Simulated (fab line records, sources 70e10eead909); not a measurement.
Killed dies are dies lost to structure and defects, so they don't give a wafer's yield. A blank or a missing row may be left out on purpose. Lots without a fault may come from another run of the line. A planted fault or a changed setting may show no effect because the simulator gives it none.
Which tool did it? | flow nand_harc | 14 lots, 42 wafers sampled, at 4 steps of a route of 1302

WHAT THE GAUGES READ, wafer by wafer
The record holds no reading of a measuring or inspecting step that can be judged against a usual standard deviation.

WHICH TOOL RAN EACH LOT (tool, then ch and the chambers of the sampled wafers, then the start)
lot  | NHARC_P_M2_PVD_20                       | NHARC_P_BONDPAD_ETCH_37            | NHARC_P_BONDPAD_ETCH_24            | NHARC_P_BONDPAD_PRE_CLEAN_26
L646 | pvd_sputter-03, day 6 10:56 or earlier  | rie_diel-04 ch 0,2,3, day 6 10:56  | rie_diel-02 ch 1,2, day 6 11:23    | pvd_sputter-02, no start
L648 | pvd_sputter-02, day 7 07:14 or earlier  | rie_diel-04 ch 0,1,3, day 7 07:14  | rie_diel-13 ch 0,2,3, day 7 07:41  | pvd_sputter-01, no start
L647 | pvd_sputter-02, day 7 08:08 or earlier  | rie_diel-02 ch 0,3, day 7 08:08    | rie_diel-13 ch 0,1,3, day 7 08:37  | pvd_sputter-02, no start
L649 | pvd_sputter-03, day 7 23:52 or earlier  | rie_diel-02 ch 0,2,3, day 7 23:52  | rie_diel-04 ch 1,2,3, day 8 00:19  | pvd_sputter-03, no start
L650 | pvd_sputter-02, day 8 03:41 or earlier  | rie_diel-02 ch 0,1,3, day 8 03:41  | rie_diel-04 ch 1,2, day 8 04:10    | pvd_sputter-02, no start
L652 | pvd_sputter-02, day 9 06:30 or earlier  | rie_diel-02 ch 0,1,3, day 9 06:30  | rie_diel-04 ch 2,3, day 9 06:57    | pvd_sputter-01, no start
L653 | pvd_sputter-01, day 9 19:11 or earlier  | rie_diel-13 ch 0,3, day 9 19:11    | rie_diel-04 ch 0,2,3, day 9 19:38  | pvd_sputter-02, no start
L654 | pvd_sputter-03, day 10 01:22 or earlier | rie_diel-13 ch 0,1,2, day 10 01:22 | rie_diel-04 ch 0,2,3, day 10 01:49 | pvd_sputter-03, no start
L656 | pvd_sputter-03, day 11 05:43 or earlier | rie_diel-02 ch 0,2,3, day 11 05:43 | rie_diel-02 ch 0,2,3, day 11 06:11 | pvd_sputter-03, no start
L659 | pvd_sputter-02, day 11 22:26 or earlier | rie_diel-02 ch 0,1,3, day 11 22:26 | rie_diel-13 ch 0,1,2, day 11 22:53 | pvd_sputter-03, no start
L661 | pvd_sputter-03, day 12 17:49 or earlier | rie_diel-04 ch 0,1,2, day 12 17:49 | rie_diel-02 ch 1,2, day 12 18:16   | pvd_sputter-03, no start
L665 | pvd_sputter-01, day 14 10:40 or earlier | rie_diel-02 ch 0,2,3, day 14 10:40 | rie_diel-13 ch 0,1,3, day 14 11:07 | pvd_sputter-02, no start
L666 | pvd_sputter-01, day 14 21:29 or earlier | rie_diel-13 ch 0,1,2, day 14 21:29 | rie_diel-13 ch 2,3, day 14 21:58   | pvd_sputter-01, no start
L667 | pvd_sputter-03, day 15 12:25 or earlier | rie_diel-02 ch 0,1,3, day 15 12:25 | rie_diel-04 ch 0,1,3, day 15 12:52 | pvd_sputter-02, no start
- NHARC_P_M2_PVD_20: deposits TaN, target thk 5 nm, time 8.06 s.
- NHARC_P_BONDPAD_ETCH_37: etches the open film in N2/H2, target depth 60 nm, overetch 18 nm, time 65.91 s.
- NHARC_P_BONDPAD_ETCH_24: etches the open film in CF4/N2, target depth 30 nm, time 72.99 s.
- NHARC_P_BONDPAD_PRE_CLEAN_26: time 30 s.

WHAT THE TOOLS THEMSELVES READ (means of the sampled wafers that have a number; where no wafer has one, the mark that the record gives instead)
NHARC_P_M2_PVD_20. Usual: bias_v 168.5 V, standard deviation 1.6; throttle_valve_pct 30.0 %, standard deviation 0.69.
lot  | tool           | bias_v (V) | throttle_valve_pct (%) | flag
L646 | pvd_sputter-03 | 167.3      | 30.5                   |
L648 | pvd_sputter-02 | 165.8      | 30.3                   |
L647 | pvd_sputter-02 | 169.0      | 30.2                   |
L649 | pvd_sputter-03 | 168.4      | 29.6                   |
L650 | pvd_sputter-02 | 168.0      | 30.2                   |
L652 | pvd_sputter-02 | 168.9      | 30.6                   |
L653 | pvd_sputter-01 | 168.0      | 29.9                   |
L654 | pvd_sputter-03 | 170.3      | 29.4                   |
L656 | pvd_sputter-03 | 169.3      | 29.5                   |
L659 | pvd_sputter-02 | 167.4      | 30.4                   |
L661 | pvd_sputter-03 | 169.2      | 29.8                   |
L665 | pvd_sputter-01 | 169.2      | 29.3                   |
L666 | pvd_sputter-01 | 170.1      | 29.4                   |
L667 | pvd_sputter-03 | 168.0      | 29.7                   |

NHARC_P_BONDPAD_ETCH_37. Usual: drypump_motor_current_A 5.7 A, standard deviation 0.38; oes_product_au 0.997 a.u., standard deviation 0.01; rf_vpp_V 431.7 V, standard deviation 2.4; run_length_s 87.4 s, standard deviation 0.44; showerhead_plenum_p_Torr 2.09 Torr, standard deviation 0.084; throttle_valve_pct 14.172 %, standard deviation 0.0088.
lot  | tool        | drypump_motor_current_A (A) | oes_product_au (a.u.) | rf_vpp_V (V) | run_length_s (s) | showerhead_plenum_p_Torr (Torr) | throttle_valve_pct (%) | flag
L646 | rie_diel-04 | 5.9                         | 1.004                 | 430.8        | 87.1             | 2.06                            | 14.173                 |
L648 | rie_diel-04 | 6.1                         | 1.004                 | 431.7        | 87.4             | 2.11                            | 14.176                 |
L647 | rie_diel-02 | 5.8                         | 1.003                 | 431.8        | 87.4             | 2.08                            | 14.169                 |
L649 | rie_diel-02 | 5.6                         | 0.996                 | 432.5        | 87.4             | 2.11                            | 14.174                 |
L650 | rie_diel-02 | 5.6                         | 0.998                 | 430.8        | 87.0             | 2.07                            | 14.167                 |
L652 | rie_diel-02 | 5.6                         | 0.996                 | 431.2        | 87.2             | 2.07                            | 14.169                 |
L653 | rie_diel-13 | 6.0                         | 0.998                 | 432.0        | 87.4             | 2.09                            | 14.164                 |
L654 | rie_diel-13 | 5.5                         | 0.984                 | 430.6        | 87.3             | 2.06                            | 14.175                 |
L656 | rie_diel-02 | 5.6                         | 1.009                 | 432.0        | 87.4             | 2.11                            | 14.168                 |
L659 | rie_diel-02 | 5.6                         | 0.993                 | 430.8        | 87.3             | 2.07                            | 14.169                 |
L661 | rie_diel-04 | 5.8                         | 1.000                 | 431.9        | 87.1             | 2.08                            | 14.171                 |
L665 | rie_diel-02 | 5.6                         | 1.003                 | 432.3        | 87.7             | 2.11                            | 14.171                 |
L666 | rie_diel-13 | 5.6                         | 0.990                 | 430.6        | 87.4             | 2.06                            | 14.174                 |
L667 | rie_diel-02 | 5.6                         | 0.998                 | 431.1        | 87.4             | 2.07                            | 14.170                 |

NHARC_P_BONDPAD_ETCH_24. Usual: drypump_motor_current_A 5.7 A, standard deviation 0.37; oes_product_au 0.996 a.u., standard deviation 0.011; rf_vpp_V 315.1 V, standard deviation 1.8; run_length_s 94.4 s, standard deviation 0.44; showerhead_plenum_p_Torr 2.69 Torr, standard deviation 0.09; throttle_valve_pct 19.795 %, standard deviation 0.0079.
lot  | tool        | drypump_motor_current_A (A) | oes_product_au (a.u.) | rf_vpp_V (V) | run_length_s (s) | showerhead_plenum_p_Torr (Torr) | throttle_valve_pct (%) | flag
L646 | rie_diel-02 | 5.6                         | 1.004                 | 315.9        | 94.5             | 2.74                            | 19.800                 |
L648 | rie_diel-13 | 5.8                         | 1.001                 | 315.0        | 94.6             | 2.68                            | 19.791                 |
L647 | rie_diel-13 | 5.7                         | 0.998                 | 314.1        | 94.6             | 2.66                            | 19.795                 |
L649 | rie_diel-04 | 5.8                         | 0.987                 | 315.4        | 94.4             | 2.69                            | 19.794                 |
L650 | rie_diel-04 | 5.7                         | 0.995                 | 315.0        | 94.1             | 2.71                            | 19.801                 |
L652 | rie_diel-04 | 5.8                         | 0.998                 | 314.4        | 94.6             | 2.67                            | 19.790                 |
L653 | rie_diel-04 | 5.9                         | 0.989                 | 315.1        | 94.2             | 2.65                            | 19.798                 |
L654 | rie_diel-04 | 5.9                         | 0.988                 | 314.6        | 94.2             | 2.65                            | 19.791                 |
L656 | rie_diel-02 | 5.6                         | 1.000                 | 315.5        | 94.6             | 2.71                            | 19.795                 |
L659 | rie_diel-13 | 5.6                         | 0.980                 | 315.2        | 94.7             | 2.65                            | 19.792                 |
L661 | rie_diel-02 | 5.7                         | 1.000                 | 314.6        | 94.5             | 2.68                            | 19.803                 |
L665 | rie_diel-13 | 5.7                         | 0.987                 | 315.2        | 73.3             | 2.66                            | 19.790                 | OFF
L666 | rie_diel-13 | 5.9                         | 0.989                 | 316.4        | 73.1             | 2.79                            | 19.800                 | OFF
L667 | rie_diel-04 | 6.0                         | 0.999                 | 314.8        | 94.4             | 2.70                            | 19.795                 |

NHARC_P_BONDPAD_PRE_CLEAN_26. Usual: heater_power_w 392 W, standard deviation 50.
lot  | tool           | heater_power_w (W) | flag
L646 | pvd_sputter-02 | 356                |
L648 | pvd_sputter-01 | 392                |
L647 | pvd_sputter-02 | 337                |
L649 | pvd_sputter-03 | 447                |
L650 | pvd_sputter-02 | 349                |
L652 | pvd_sputter-01 | 415                |
L653 | pvd_sputter-02 | 346                |
L654 | pvd_sputter-03 | 402                |
L656 | pvd_sputter-03 | 447                |
L659 | pvd_sputter-03 | 458                |
L661 | pvd_sputter-03 | 459                |
L665 | pvd_sputter-02 | 347                |
L666 | pvd_sputter-01 | 389                |
L667 | pvd_sputter-02 | 364                |

THE ANSWER, worked out from the rows above alone
Rule: a lot is off if the mean of its wafers that have a number lies more than 3 standard deviations from the usual mean. A lot without any number at a reading at which 4 lots or more have one is off too. The other lots that the step has rows for count as sound. The gauges are gone through in route order, then the tools' own readings, and for those a lot's mean is taken as printed above. The first step at which some lot is off is used, and at that step the reading that is off furthest; a lot without a number counts as furthest.
Off: L665, L666, at NHARC_P_BONDPAD_ETCH_24 (run_length_s).
A tool fits if, at that step or a process step before it, it ran every lot that is off, and no sound lot after the first of them. NHARC_P_M2_PVD_20 gives no start for some lots, so the hours and the order of its lots are those of NHARC_P_BONDPAD_ETCH_37. Can't be told from this: 2 tools fit, pvd_sputter-01 at NHARC_P_M2_PVD_20, rie_diel-13 at NHARC_P_BONDPAD_ETCH_24.

WHAT THE SIMULATOR HAD PUT IN
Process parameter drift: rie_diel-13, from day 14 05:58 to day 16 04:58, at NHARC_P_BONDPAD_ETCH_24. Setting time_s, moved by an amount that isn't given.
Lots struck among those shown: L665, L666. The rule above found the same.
